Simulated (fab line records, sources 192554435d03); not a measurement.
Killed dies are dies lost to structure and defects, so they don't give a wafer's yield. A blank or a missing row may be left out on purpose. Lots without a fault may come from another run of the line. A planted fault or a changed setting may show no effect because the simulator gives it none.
Chamber matching | flow n5_finfet | N5_BEOL_M2_DESCUM_16 on rie_diel-05: 4 sister chambers
The step chemistry O2, time 7 s. 4 wafers are shown with their chamber, then 7 later ones without.

WAFERS WITH THEIR CHAMBER
wafer  | chamber | showerhead_plenum_p_Torr (Torr)
L086.5 | 1       | 2.15
L086.6 | 2       | 2.09
L087.3 | 0       | 2.02
L087.4 | 3       | 2.19

WAFERS WITHOUT THEIR CHAMBER
wafer  | showerhead_plenum_p_Torr (Torr)
L087.6 | 2.02
L089.1 | 2.09
L089.2 | 2.02
L089.4 | 2.19
L092.3 | 2.01
L092.5 | 2.08
L092.6 | 2.19

WHICH CHAMBER EACH WENT THROUGH
wafer  | from the rows above | in truth
L087.6 | 0                   | 0
L089.1 | 2                   | 2
L089.2 | 0                   | 0
L089.4 | 3                   | 3
L092.3 | 0                   | 0
L092.5 | 2                   | 2
L092.6 | 3                   | 3
Placed correctly: 7 of 7. Can't be placed from these rows: 0. Placed wrongly: 0.
How it was worked out, from the rows above alone: a wafer's distance from a chamber is the root of the sum, over the readings, of the square of ((its reading less the chamber's mean) divided by the reading's scatter). The wafer belongs to the nearest chamber; if the next one is less than 2 further off, it can't be placed. A chamber's mean is the mean of its shown wafers. The scatter: with one shown wafer a chamber, the root of the mean of the squares of how far each hidden wafer lies from its nearest shown one.
